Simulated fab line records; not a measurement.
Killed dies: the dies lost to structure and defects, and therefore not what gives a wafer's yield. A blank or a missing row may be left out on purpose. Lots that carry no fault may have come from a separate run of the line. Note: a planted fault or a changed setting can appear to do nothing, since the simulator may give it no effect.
Problem report in the 8D (eight disciplines) form, filled by code	flow n5Finfet	the parts of the form that need people (team, actions taken, sign-off) are left out

## 1. WHAT WENT WRONG
Wafers without a fault read 150.0 W, standard deviation 0.44; biasW at N5_BEOL_M3_ETCH_64 reads a mean of 131.8 W on 2 wafers belonging to 2 lots. That puts it -41 standard deviations away from the usual mean.
The step: etches SOC in N2/H2, target depth 75 nm, overetch 15 nm, time 112.5 s.
First observed at day 12 12:20: wafer L447.6, on rieDiel-02. At this step, 27 wafers from 9 lots have a number in the record. The rule behind "out" and "out of limits": a value lying over 4 standard deviations away from the usual mean. The rest of the wafers with a number are treated as sound.

## 2. WHAT IT IS, AND WHAT IT ISN'T
question	is	is not
which readings at this step	biasW, rfVppV	drypumpMotorCurrentA, oesProductAu, showerheadPlenumPTorr, tempC, throttleValvePct
which lots	L446, L447	L428, L430, L431, L434, L438, L440, L448
which wafers of those lots	L446.6, L447.6	L446.1, L446.5, L447.3, L447.5
read on which tools	rieDiel-02	rieDiel-04, rieDiel-05
when	from day 12 12:20	up to then (20 sound wafers); but 5 sound wafers of L446, L448 came after

## 3. THE SUSPECTS, EACH WITH WHAT RULES IT OUT
Counting: any tool at a process step up to the reading remains a suspect provided it ran every lot that is out. Sound lots after the first of them don't rule it out here, since some wafers of a struck lot are sound.
- rieDiel-02 at N5_BEOL_M3_ETCH_64 (etches SOC in N2/H2, target depth 75 nm, overetch 15 nm, time 112.5 s): kept. Every lot that is out went through it, the first being L447 (day 12 12:20); the last sound lot it ran before that was L434 (day 10 02:10). Its own biasW, rfVppV readings are out on those wafers.
- The sound lot-mates ran in chamber 0 of rieDiel-02 at N5_BEOL_M3_ETCH_64, but the wafers that are out ran in chamber 3.
Left after counting: rieDiel-02 at N5_BEOL_M3_ETCH_64.

## 4. THE CAUSE (what the simulator had put in)
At N5_BEOL_M3_ETCH_64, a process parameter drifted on rieDiel-02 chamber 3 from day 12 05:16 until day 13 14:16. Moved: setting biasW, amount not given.
Counting left only this tool.

## 5. THE CHAIN OF EFFECTS, in route order
Each row: a reading whose mean over the struck wafers that have a number lies more than 3 standard deviations from the usual. Only readings for which the record gives a usual standard deviation are gone through. hours: the time from each lot's start at the first step in this table that gives one to its start at this step, as a median over the lots. sigmas: the change in usual standard deviations.
hours	step	reading	usual	on struck wafers	change	sigmas
0	N5_BEOL_M3_ETCH_64	biasW	150.0 W	131.8	-18.2	-41
0	N5_BEOL_M3_ETCH_64	rfVppV	524 V	482	-42	-14
The process steps in it:
- N5_BEOL_M3_ETCH_64: etches SOC in N2/H2, target depth 75 nm, overetch 15 nm, time 112.5 s.
Later measuring or inspecting steps at which every struck wafer that the step has a row for has a number for every such reading, and none has moved that far: N5_BEOL_M4_RC_MEAS_101.

## 6. HOW IT WOULD HAVE BEEN CAUGHT EARLIER
In this record no reading fell out of limits until day 12 12:20, 7 hours after the fault had begun at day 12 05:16.
